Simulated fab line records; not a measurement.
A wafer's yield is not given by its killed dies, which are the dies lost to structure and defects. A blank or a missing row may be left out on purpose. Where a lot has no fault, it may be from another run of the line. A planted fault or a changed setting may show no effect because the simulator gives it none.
fab line records	flow n5Finfet
record: lots: 7	wafers: 21
route steps=1938 shown BEOL_M9@1446 BEOL_M10@1495 BEOL_M11@1536 BEOL_M12@1602
startH: start of the lot's first displayed wafer, in hours after the record's first day	waitH: hours elapsed since this lot's preceding step	" unchanged from the row above	L1.1+2: a row that stands for several wafers	- no value present, or no start provided	* or withheld: withheld	< > ~ a bound
route shown NAME@n: names a module that has steps shown in the file, with the first one's number in the route	usual: the fault-free wafers' mean and standard deviation	same: alike in all rows	chamber/n: place in a boat	sites: the reading at each site	_std_site: the standard deviation of these	_edge_site: outer sites' mean less inner sites'	radiusMm: how far each site lies from the wafer's centre	mask NAME#n: copy n	behind: tool/chamber where the wafer was last shaped	hold: what put the lot on hold/how long, in hours/how the hold closed	device: the transistor (n, p or np) that didn't switch	end of line: the route-end tests of the same wafers	for a step that has no rows: nothing shown but its recipe	killed: the dies lost at the first sort to structure and to defects; this is not the yield of the wafer	map: a wafer's dies, x killed, . not, _ none there
set.NAME: the run value of the setting; set.NAME@STEP: its run value at that earlier step	model.NAME: the simulator's own value behind a step, which no gauge read
lots run with intentionally changed settings; tables by step, rows by wafer
== steps ==
step: N5_BEOL_M9_TRENCH_ETCH_37
recipe: chemistry: C4F6/O2	targetDepthA: 1514.3	target: SiCOH_lowk	timeS: 49	ionEnergyEv: 250	pressureMtorr: 30	sourceW: 345	biasW: 185	Ar_flow_sccm: 300	C4F6_flow_sccm: 10	O2_flow_sccm: 10
usual: rfVppV: 665/5.1
lot.wafer	tool	chamber	startH	waitH	set.biasW	rfVppV	model.etch.depthNm	model.BEOL_M9.featureDepthNm
L074.1	rieDiel-05	2	-	-	166.5	613	148.8	148.8
L074.2	"	3	"	"	185	671	152.9	152.8
L074.6	"	0	"	"	185	663	148.9	149
L076.1	rieDiel-02	3	-	-	156.3	570	143.5	143.4
L076.3	"	2	"	"	185	666	154.5	154.6
L076.6	"	1	"	"	156.3	576	142.3	142.4
L079.2	rieDiel-03	0	-	-	202.1	715	155.3	155.2
L079.4	"	3	"	"	202.1	718	154.7	154.8
L079.6	"	0	"	"	185	667	152.2	152.2
L081.3	rieDiel-03	0	-	-	185	667	149.7	149.8
L081.4	"	3	"	"	185	669	147.9	148
L081.6	"	0	"	"	185	667	150	150
L095.1	rieDiel-02	3	-	-	185	653	148.7	148.8
L095.4	"	0	"	"	185	663	151.7	151.8
L095.5	"	0	"	"	185	664	152.4	152.4
L097.1	rieDiel-05	2	-	-	193.8	691	155.8	155.8
L097.2	"	1	"	"	185	669	152.8	152.8
L097.5	"	0	"	"	185	662	151.3	151.2
L094.1	rieDiel-05	0	-	-	208.4	728	157.7	157.8
L094.3	"	2	"	"	185	664	153	153
L094.6	"	0	"	"	185	663	151	151
step: N5_BEOL_M9_ETCH_41
recipe: chemistry: CH3F/O2	target: SiCN	targetDepthA: 366	taperDeg: 2	timeS: 70.1	ionEnergyEv: 120	maskMaterial: TiN	pressureMtorr: 30	sourceW: 395	biasW: 75	Ar_flow_sccm: 150	CH3F_flow_sccm: 30	O2_flow_sccm: 20
step: N5_BEOL_M9_STRIP_80
recipe: chemistry: N2/H2	timeS: 10	powerW: 450	tempC: 40	pressureMtorr: 20	rfFrequencyHz: 6e+07	biasPowerW: 7	n2FlowSccm: 200	h2FlowSccm: 200
step: N5_BEOL_M9_OCD_MEAS_38
usual: trenchDepthNm: 151.1/1.8
lot.wafer	tool	chamber	startH	waitH	set.biasW@BEOL_M9_TRENCH_ETCH_37	trenchDepthNm
L074.1	ocd-01	-	253.15	-	166.5	148.7
L074.2	"	-	"	"	185	152.4
L074.6	"	-	"	"	185	149.3
L076.1	ocd-02	-	282.52	-	156.3	143.4
L076.3	"	-	"	"	185	154.8
L076.6	"	-	"	"	156.3	141.9
L079.2	ocd-01	-	285.31	-	202.1	155.4
L079.4	"	-	"	"	202.1	155.1
L079.6	"	-	"	"	185	152.0
L081.3	ocd-02	-	292.08	-	185	149.6
L081.4	"	-	"	"	185	147.9
L081.6	"	-	"	"	185	150.0
L095.1	ocd-02	-	405.20	-	185	148.2
L095.4	"	-	"	"	185	152.0
L095.5	"	-	"	"	185	151.5
L097.1	ocd-02	-	412.99	-	193.8	155.5
L097.2	"	-	"	"	185	152.9
L097.5	"	-	"	"	185	151.3
L094.1	ocd-01	-	414.58	-	208.4	157.6
L094.3	"	-	"	"	185	152.8
L094.6	"	-	"	"	185	151.4
step: N5_BEOL_M10_COAT_64
recipe: resist: SiARC	tempC: 220	timeS: 60	spinRpm: 1500	resistThkNm: 30
lot.wafer	tool	chamber	startH	waitH	set.spinRpm	model.SiARC_of_BEOL_M10_COAT_64.thkNm
L074.1+2	lithoTrack-02	0	-	-	1500	30
L074.6	"	0	"	"	1365	31.6
L076.1+3+6	lithoTrack-01	0	-	-	1500	29.8
L079.2	lithoTrack-02	0	-	-	1347	31.6
L079.4	"	0	"	"	1500	30
L079.6	"	0	"	"	1347	31.8
L081.3+4	lithoTrack-02	0	-	-	1500	30
L081.6	"	0	"	"	1500	30.2
L095.1+4+5	lithoTrack-03	0	-	-	1500	30
L097.1	lithoTrack-01	0	-	-	1626	28.6
L097.2	"	0	"	"	1626	28.8
L097.5	"	0	"	"	1500	29.8
L094.1+3	lithoTrack-01	0	-	-	1417	30.8
L094.6	"	0	"	"	1500	29.8
step: N5_BEOL_M10_EXPOSE_25
recipe: maskId: V9	na: 1.35	sourceShape: annular	sigmaInner: 0.5	sigmaOuter: 0.8	polarization: unpolarized	doseMj: 85.5
lot.wafer	tool	chamber	startH	waitH	mask	set.doseMj
L074.1	arfiScanner-01	0	262.28	-	V9#0	82.62
L074.2+6	"	0	"	"	V9#0	85.5
L076.1+3+6	arfiScanner-02	0	289.09	-	V9#0	85.5
L079.2+4+6	arfiScanner-02	0	291.82	-	V9#0	85.5
L081.3+4+6	arfiScanner-02	0	301.86	-	V9#0	85.5
L095.1	arfiScanner-01	0	412.21	-	V9#0	85.5
L095.4+5	"	0	"	"	V9#0	81.27
L097.1+5	arfiScanner-01	0	421.23	-	V9#0	85.5
L097.2	"	0	"	"	V9#0	89.96
L094.1	arfiScanner-02	0	426.10	-	V9#0	85.5
L094.3+6	"	0	"	"	V9#0	90.31
step: N5_BEOL_M10_PEB_26
recipe: pebTempC: withheld	pebTimeS: 60	resist: CAR-ArF
step: N5_BEOL_M10_DEVELOP_27
recipe: developTimeS: 30	developer: TMAH	resist: CAR-ArF	rinseLiquid: diw	dry: airSpin	devTempC: 23
step: N5_BEOL_M10_CD_MEAS_28
recipe: targetCdNm: 70	landingEnergyEv: 500	detector: seInlens	polarity: opening
usual: cdNm: 70.1/0.85
lot.wafer	tool	chamber	startH	waitH	set.doseMj@BEOL_M10_EXPOSE_25	cdNm
L074.1	cdSem-03	0	262.41	-	82.62	67.2
L074.2	"	0	"	"	85.5	68.8
L074.6	"	0	"	"	85.5	69.7
L076.1	cdSem-01	0	289.23	-	85.5	70.7
L076.3	"	0	"	"	85.5	70.4
L076.6	"	0	"	"	85.5	70.5
L079.2	cdSem-03	0	291.95	-	85.5	69.4
L079.4	"	0	"	"	85.5	69.3
L079.6	"	0	"	"	85.5	69.9
L081.3	cdSem-02	0	301.98	-	85.5	69.4
L081.4	"	0	"	"	85.5	69.6
L081.6	"	0	"	"	85.5	69.6
L095.1	cdSem-02	0	412.34	-	85.5	71.1
L095.4	"	0	"	"	81.27	67.4
L095.5	"	0	"	"	81.27	67.1
L097.1	cdSem-02	0	421.36	-	85.5	71.1
L097.2	"	0	"	"	89.96	75.2
L097.5	"	0	"	"	85.5	69.7
L094.1	cdSem-02	0	426.23	-	85.5	68.5
L094.3	"	0	"	"	90.31	74.0
L094.6	"	0	"	"	90.31	74.1
step: N5_BEOL_M10_DESCUM_33
recipe: chemistry: O2	timeS: 7.9	sourcePowerW: 50	biasPowerW: 20	pressureMtorr: 20	rfFrequencyHz: 2.712e+07	tempC: 40	resist: CAR-ArF	o2FlowSccm: 225
step: N5_BEOL_M10_ETCH_65
recipe: chemistry: CF4	target: SiARC	targetDepthA: 390	maskMaterial: CAR-ArF	timeS: 65	ionEnergyEv: 80	pressureMtorr: 40	sourceW: 545	biasW: 36	Ar_flow_sccm: 100	cf4FlowSccm: 100	ends: cleared
usual: etchRfOnTimeS: 64.8/0.75
lot.wafer	tool	chamber	startH	waitH	set.spinRpm@BEOL_M10_COAT_64	etchRfOnTimeS	model.CAR-ArF_of_BEOL_M10_COAT_22.thkNm	model.etch.depthNm
L074.1	rieDiel-01	3	262.77	0.0	1500	64.6	55.6	30.02
L074.2	"	1	"	"	1500	65.0	55.6	30.08
L074.6	"	3	"	"	1365	68.0	54.2	31.5
L076.1	rieDiel-01	3	289.96	0.0	1500	64.2	55.4	29.83
L076.3	"	1	"	"	1500	64.1	55.6	29.84
L076.6	"	3	"	"	1500	64.8	55	29.87
L079.2	rieDiel-06	3	292.07	0.0	1347	68.3	54	31.68
L079.4	"	1	"	"	1500	64.6	55.2	30.05
L079.6	"	2	"	"	1347	68.5	53.8	31.8
L081.3	rieDiel-01	2	302.39	0.0	1500	65.1	55.8	30.01
L081.4	"	1	"	"	1500	65.6	55.4	30.01
L081.6	"	3	"	"	1500	66.4	55.4	30.14
L095.1	rieDiel-04	0	412.46	0.0	1500	64.6	56.2	30.04
L095.4	"	2	"	"	1500	63.5	55.8	30.04
L095.5	"	1	"	"	1500	65.9	55.8	30.05
L097.1	rieDiel-01	3	421.48	0.0	1626	62.8	56.6	28.69
L097.2	"	1	"	"	1626	62.6	56.6	28.78
L097.5	"	0	"	"	1500	65.3	55.4	29.88
L094.1	rieDiel-06	3	426.69	0.0	1417	66.0	55	30.79
L094.3	"	1	"	"	1417	65.4	54.6	30.78
L094.6	"	0	"	"	1500	63.1	55.6	29.88
step: N5_BEOL_M10_ETCH_66
recipe: chemistry: N2/H2	target: SOC	targetDepthA: 1200	overetchA: 240	maskMaterial: SiARC	tempC: 40	timeS: 180	ionEnergyEv: 200	pressureMtorr: 30	sourceW: 840	biasW: 150	n2FlowSccm: 200	h2FlowSccm: 200
lot.wafer	tool	chamber	startH	waitH	set.spinRpm@BEOL_M10_COAT_64	model.SiARC_of_BEOL_M10_COAT_64.thkNm
L074.1+2	rieDiel-01	3,1	262.82	0.0	1500	22.8
L074.6	"	3	"	"	1365	24.2
L076.1+3+6	rieDiel-01	3,1,3	290.01	0.0	1500	22.6
L079.2+6	rieDiel-06	3,2	292.12	0.0	1347	24.4
L079.4	"	1	"	"	1500	22.6
L081.3+4+6	rieDiel-01	2,1,3	302.44	0.0	1500	22.8
L095.1	rieDiel-04	0	412.51	0.0	1500	22.8
L095.4	"	2	"	"	1500	22.6
L095.5	"	1	"	"	1500	23
L097.1+2	rieDiel-01	3,1	421.53	0.0	1626	21.4
L097.5	"	0	"	"	1500	22.6
L094.1	rieDiel-06	3	426.74	0.0	1417	23.6
L094.3	"	1	"	"	1417	23.4
L094.6	"	0	"	"	1500	22.4
step: N5_BEOL_M11_ILD_DEP_00
recipe: material: SiCOH_lowk	targetThkA: 3085.1	tempC: 300	precursor: DEMS/porogen	pressureTorr: 5	rfW: 500	timeS: 58
lot.wafer	tool	chamber	startH	waitH	set.timeS	model.SiCOH_lowk_of_BEOL_M11_ILD_DEP_00.thkNm
L074.1	pecvd-02	1	267.01	0.0	52.42	276.2
L074.2	"	0	"	"	52.42	279.6
L074.6	"	1	"	"	58	310.8
L076.1	pecvd-03	1	294.00	0.0	58	302
L076.3	"	2	"	"	58	310.4
L076.6	"	1	"	"	58	309.2
L079.2	pecvd-02	0	295.85	0.0	58	300.4
L079.4	"	1	"	"	58	304.4
L079.6	"	0	"	"	52.38	275.4
L081.3	pecvd-03	1	306.61	0.0	58	304.4
L081.4	"	2	"	"	58	312
L081.6	"	1	"	"	58	308
L095.1	pecvd-03	0	416.48	0.0	64.37	339
L095.4+5	"	1,0	"	"	64.37	346.2
L097.1	pecvd-03	2	424.93	0.0	58	300.4
L097.2	"	1	"	"	58	298.4
L097.5	"	1	"	"	58	308.2
L094.1	pecvd-03	2	430.34	0.0	58	308
L094.3	"	0	"	"	58	306.4
L094.6	"	1	"	"	58	311.2
step: N5_BEOL_M11_CURE_71
recipe: tempC: 385	timeS: 240	ambient: He/Ar	material: SiCOH_lowk
lot.wafer	tool	chamber	startH	waitH	set.timeS@BEOL_M11_ILD_DEP_00	model.SiCOH_lowk_of_BEOL_M11_ILD_DEP_00.thkNm
L074.1	uvCure-01	0	267.08	0.0	52.42	239.6
L074.2	"	0	"	"	52.42	242.4
L074.6	"	0	"	"	58	270.2
L076.1	uvCure-02	1	294.08	0.0	58	262.4
L076.3	"	1	"	"	58	269.8
L076.6	"	1	"	"	58	268.6
L079.2	uvCure-03	2	296.09	0.2	58	260.8
L079.4	"	2	"	"	58	264.4
L079.6	"	2	"	"	52.38	238.8
L081.3	uvCure-03	0	307.17	0.5	58	264.4
L081.4	"	0	"	"	58	271
L081.6	"	0	"	"	58	267.6
L095.1	uvCure-03	1	416.56	0.0	64.37	295
L095.4+5	"	1	"	"	64.37	301.4
L097.1	uvCure-01	0	425.01	0.0	58	260.8
L097.2	"	0	"	"	58	259.2
L097.5	"	0	"	"	58	267.8
L094.1	uvCure-02	1	430.70	0.3	58	267.4
L094.3	"	1	"	"	58	266
L094.6	"	1	"	"	58	270.4
step: N5_BEOL_M11_THK_MEAS_01
recipe: reads: SiCOH_lowk_of_BEOL_M11_ILD_DEP_00
usual: M11_ILD_THK: 268/3.5
lot.wafer	tool	chamber	startH	waitH	set.timeS@BEOL_M11_ILD_DEP_00	M11_ILD_THK[nm]
L074.1	filmMetro-02	-	267.60	0.4	52.42	240
L074.2	"	-	"	"	52.42	243
L074.6	"	-	"	"	58	270
L076.1	filmMetro-02	-	294.61	0.4	58	262
L076.3	"	-	"	"	58	270
L076.6	"	-	"	"	58	269
L079.2	filmMetro-02	-	296.92	0.7	58	261
L079.4	"	-	"	"	58	265
L079.6	"	-	"	"	52.38	239
L081.3	filmMetro-02	-	307.84	0.5	58	264
L081.4	"	-	"	"	58	271
L081.6	"	-	"	"	58	268
L095.1	filmMetro-02	-	417.07	0.4	64.37	295
L095.4	"	-	"	"	64.37	301
L095.5	"	-	"	"	64.37	301
L097.1	filmMetro-01	-	425.52	0.4	58	261
L097.2	"	-	"	"	58	259
L097.5	"	-	"	"	58	268
L094.1	filmMetro-02	-	431.69	0.8	58	267
L094.3	"	-	"	"	58	266
L094.6	"	-	"	"	58	271
step: N5_BEOL_M12_ILD_DEP_00
recipe: material: SiOC	targetThkA: 6589.2	tempC: 350	precursor: DEMS/O2	pressureTorr: 5	rfW: 500	timeS: 130.7
lot.wafer	tool	chamber	startH	waitH	set.timeS	model.SiOC_of_BEOL_M12_ILD_DEP_00.thkNm
L074.1	pecvd-04	2	272.99	0.0	130.7	655.6
L074.2	"	0	"	"	130.7	646.8
L074.6	"	0	"	"	146.6	744.8
L076.1	pecvd-03	2	307.05	0.0	130.7	657
L076.3	"	1	"	"	130.7	657.8
L076.6	"	0	"	"	130.7	667.2
L079.2	pecvd-03	1	307.80	0.0	112.9	569.4
L079.4	"	0	"	"	130.7	672.4
L079.6	"	1	"	"	130.7	663.8
L081.3	pecvd-01	1	312.89	0.0	130.7	654.6
L081.4	"	0	"	"	130.7	670.4
L081.6	"	2	"	"	130.7	676.4
L095.1	pecvd-01	1	424.62	0.0	130.7	649
L095.4	"	2	"	"	144.5	730.8
L095.5	"	1	"	"	130.7	668.4
L097.1	pecvd-01	2	433.74	0.0	130.7	660.8
L097.2	"	1	"	"	141.5	713.6
L097.5	"	2	"	"	130.7	675.8
L094.1	pecvd-01	1	439.85	0.0	130.7	653.4
L094.3	"	0	"	"	130.7	660
L094.6	"	1	"	"	130.7	661.8
step: N5_BEOL_M12_THK_MEAS_01
recipe: reads: SiOC_of_BEOL_M12_ILD_DEP_00
usual: M12_ILD_THK: 658/8.4
lot.wafer	tool	chamber	startH	waitH	set.timeS@BEOL_M12_ILD_DEP_00	M12_ILD_THK[nm]
L074.1	filmMetro-01	-	273.12	0.1	130.7	656
L074.2	"	-	"	"	130.7	647
L074.6	"	-	"	"	146.6	744
L076.1	filmMetro-02	-	307.18	0.1	130.7	657
L076.3	"	-	"	"	130.7	658
L076.6	"	-	"	"	130.7	667
L079.2	filmMetro-01	-	307.93	0.1	112.9	569
L079.4	"	-	"	"	130.7	672
L079.6	"	-	"	"	130.7	664
L081.3	filmMetro-02	-	313.03	0.1	130.7	654
L081.4	"	-	"	"	130.7	670
L081.6	"	-	"	"	130.7	677
L095.1	filmMetro-02	-	424.75	0.1	130.7	649
L095.4	"	-	"	"	144.5	732
L095.5	"	-	"	"	130.7	668
L097.1	filmMetro-02	-	433.87	0.1	130.7	661
L097.2	"	-	"	"	141.5	713
L097.5	"	-	"	"	130.7	676
L094.1	filmMetro-02	-	439.98	0.1	130.7	653
L094.3	"	-	"	"	130.7	660
L094.6	"	-	"	"	130.7	662
step: N5_BEOL_M12_COAT_04
recipe: spinRpm: 1625	resistThkNm: 400
lot.wafer	tool	chamber	startH	waitH	set.spinRpm	model.coat_of_BEOL_M12_COAT_04.thkNm
L074.1	lithoTrack-01	0	-	-	1740	384.6
L074.2	"	0	"	"	1625	398.8
L074.6	"	0	"	"	1740	384.8
L076.1	lithoTrack-01	0	-	-	1756	384.4
L076.3	"	0	"	"	1625	399
L076.6	"	0	"	"	1625	399.8
L079.2	lithoTrack-01	0	-	-	1771	382.4
L079.4	"	0	"	"	1625	398.8
L079.6	"	0	"	"	1625	399
L081.3+4	lithoTrack-01	0	-	-	1625	399.6
L081.6	"	0	"	"	1625	398.8
L095.1+4	lithoTrack-03	0	-	-	1625	401.2
L095.5	"	0	"	"	1625	399.8
L097.1+2	lithoTrack-04	0	-	-	1625	399.6
L097.5	"	0	"	"	1625	399.2
L094.1	lithoTrack-04	0	-	-	1686	391
L094.3	"	0	"	"	1686	391.8
L094.6	"	0	"	"	1625	399.6
step: N5_BEOL_M12_EBR_06
recipe: solvent: PGMEA	ebrWidthMm: 1.5
step: N5_BEOL_M12_SOFTBAKE_05
recipe: tempC: 130	timeS: 60
step: N5_BEOL_M12_DESCUM_15
recipe: chemistry: O2	timeS: 7.9	sourcePowerW: 50	biasPowerW: 20	pressureMtorr: 20	rfFrequencyHz: 2.712e+07	tempC: 40	o2FlowSccm: 225
step: N5_BEOL_M12_ETCH_59
recipe: chemistry: N2/H2	target: BARC	targetDepthA: 890	overetchA: 267	timeS: 67.9	ionEnergyEv: 200	pressureMtorr: 30	sourceW: 840	biasW: 150	n2FlowSccm: 200	h2FlowSccm: 200
step: N5_BEOL_M12_VIA_ETCH_16
recipe: chemistry: C4F8/O2/Ar	target: SiOC	pressureMtorr: 30	sourceW: 3000	biasW: 700	Ar_flow_sccm: 400	C4F8_flow_sccm: 15	O2_flow_sccm: 8	heInnerTorr: 15	heOuterTorr: 30	targetDepthA: 7248	timeS: withheld	ionEnergyEv: 250	ends: cleared
lot.wafer	tool	chamber	startH	waitH	set.timeS@BEOL_M12_ILD_DEP_00	model.etch.depthNm
L074.1	rieDiel-06	0	273.73	0.0	*	655.6
L074.2	"	2	"	"	*	646.8
L074.6	"	1	"	"	*	744.9
L076.1	rieDiel-01	3	307.66	0.0	*	657
L076.3	"	0	"	"	*	657.9
L076.6	"	2	"	"	*	667.2
L079.2	rieDiel-01	3	308.43	0.0	*	569.4
L079.4	"	2	"	"	*	672.3
L079.6	"	3	"	"	*	663.7
L081.3	rieDiel-06	1	314.62	0.0	*	654.5
L081.4	"	2	"	"	*	670.4
L081.6	"	3	"	"	*	676.5
L095.1	rieDiel-04	0	425.36	0.0	*	649
L095.4	"	2	"	"	*	730.9
L095.5	"	1	"	"	*	668.5
L097.1	rieDiel-04	2	434.47	0.0	*	660.9
L097.2	"	1	"	"	*	713.7
L097.5	"	1	"	"	*	675.8
L094.1	rieDiel-06	1	440.59	0.0	*	653.5
L094.3	"	0	"	"	*	659.9
L094.6	"	1	"	"	*	661.8
step: N5_BEOL_M12_STRIP_63
recipe: chemistry: N2/H2	powerW: 1000	tempC: 250	h2Frac: 0.65	overashFraction: 0.3	pressureMtorr: 1000	n2FlowSccm: 1750	h2FlowSccm: 3250
step: N5_BEOL_M12_STRIP_64
recipe: chemistry: N2/H2	powerW: 1000	tempC: 250	h2Frac: 0.65	overashFraction: 0.3	pressureMtorr: withheld	n2FlowSccm: 1750	h2FlowSccm: 3250
step: N5_BEOL_M12_STRIP_71
recipe: chemistry: postEtchResidueRemover	timeS: 60	tempC: 25	removerPh: withheld	removerWaterWtPct: withheld	removerFluorideWtPct: withheld
lot.wafer	tool	chamber	startH	waitH	set.timeS@BEOL_M12_ILD_DEP_00	model.SiOC_of_BEOL_M12_ILD_DEP_00.thkNm
L074.1	wetBench-02	4	274.08	0.1	130.7	655.2
L074.2	"	7	"	"	130.7	646.4
L074.6	"	2	"	"	146.6	744.6
L076.1	wetBench-04	0	308.00	0.1	130.7	656.6
L076.3	"	6	"	"	130.7	657.6
L076.6	"	1	"	"	130.7	666.8
L079.2	wetBench-02	7	308.78	0.1	112.9	569
L079.4	"	6	"	"	130.7	672
L079.6	"	0	"	"	130.7	663.4
L081.3	wetBench-05	1	315.04	0.0	130.7	654.2
L081.4	"	5	"	"	130.7	670
L081.6	"	0	"	"	130.7	676.2
L095.1	wetBench-02	3	425.70	0.1	130.7	648.6
L095.4	"	6	"	"	144.5	730.6
L095.5	"	4	"	"	130.7	668.2
L097.1	wetBench-05	0	434.82	0.1	130.7	660.6
L097.2	"	2	"	"	141.5	713.4
L097.5	"	3	"	"	130.7	675.4
L094.1	wetBench-05	4	440.94	0.1	130.7	653.2
L094.3	"	6	"	"	130.7	659.6
L094.6	"	0	"	"	130.7	661.4
== key ==
split: step: N5_BEOL_M9_TRENCH_ETCH_37	setting: biasW	stated: 185	by: wafer
response: step: N5_BEOL_M9_TRENCH_ETCH_37	reading: rfVppV	change: +5.56	per: 1%	r: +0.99
response: step: N5_BEOL_M9_TRENCH_ETCH_37	reading: model.etch.depthNm	change: +0.521	per: 1%	r: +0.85
response: step: N5_BEOL_M9_TRENCH_ETCH_37	reading: model.BEOL_M9.featureDepthNm	change: +0.525	per: 1%	r: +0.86
response: step: N5_BEOL_M9_OCD_MEAS_38	reading: trenchDepthNm	change: +0.533	per: 1%	r: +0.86
split: step: N5_BEOL_M10_COAT_64	setting: spinRpm	stated: 1500	by: wafer
response: step: N5_BEOL_M10_COAT_64	reading: model.SiARC_of_BEOL_M10_COAT_64.thkNm	change: -0.163	per: 1%	r: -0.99
response: step: N5_BEOL_M10_ETCH_65	reading: etchRfOnTimeS	change: *	per: 1%	r: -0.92
response: step: N5_BEOL_M10_ETCH_65	reading: model.CAR-ArF_of_BEOL_M10_COAT_22.thkNm	change: +0.141	per: 1%	r: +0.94
response: step: N5_BEOL_M10_ETCH_65	reading: model.etch.depthNm	change: -0.157	per: 1%	r: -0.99
response: step: N5_BEOL_M10_ETCH_66	reading: model.SiARC_of_BEOL_M10_COAT_64.thkNm	change: -0.165	per: 1%	r: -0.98
split: step: N5_BEOL_M10_EXPOSE_25	setting: doseMj	stated: 85.5	by: wafer
response: step: N5_BEOL_M10_CD_MEAS_28	reading: cdNm	change: +0.871	per: 1%	r: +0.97
split: step: N5_BEOL_M11_ILD_DEP_00	setting: timeS	stated: 58	by: wafer
response: step: N5_BEOL_M11_ILD_DEP_00	reading: model.SiCOH_lowk_of_BEOL_M11_ILD_DEP_00.thkNm	change: +3.1	per: 1%	r: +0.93
response: step: N5_BEOL_M11_CURE_71	reading: model.SiCOH_lowk_of_BEOL_M11_ILD_DEP_00.thkNm	change: +2.74	per: 1%	r: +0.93
response: step: N5_BEOL_M11_THK_MEAS_01	reading: M11_ILD_THK	change: +2.74	per: 1%	r: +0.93
split: step: N5_BEOL_M12_ILD_DEP_00	setting: timeS	stated: 130.7	by: wafer
response: step: N5_BEOL_M12_ILD_DEP_00	reading: model.SiOC_of_BEOL_M12_ILD_DEP_00.thkNm	change: +7.05	per: 1%	r: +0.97
response: step: N5_BEOL_M12_THK_MEAS_01	reading: M12_ILD_THK	change: +7.05	per: 1%	r: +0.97
response: step: N5_BEOL_M12_VIA_ETCH_16	reading: model.etch.depthNm	change: +7.05	per: 1%	r: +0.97
response: step: N5_BEOL_M12_STRIP_71	reading: model.SiOC_of_BEOL_M12_ILD_DEP_00.thkNm	change: +7.06	per: 1%	r: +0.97
split: step: N5_BEOL_M12_COAT_04	setting: spinRpm	stated: 1625	by: wafer
response: step: N5_BEOL_M12_COAT_04	reading: model.coat_of_BEOL_M12_COAT_04.thkNm	change: -1.9	per: 1%	r: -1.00
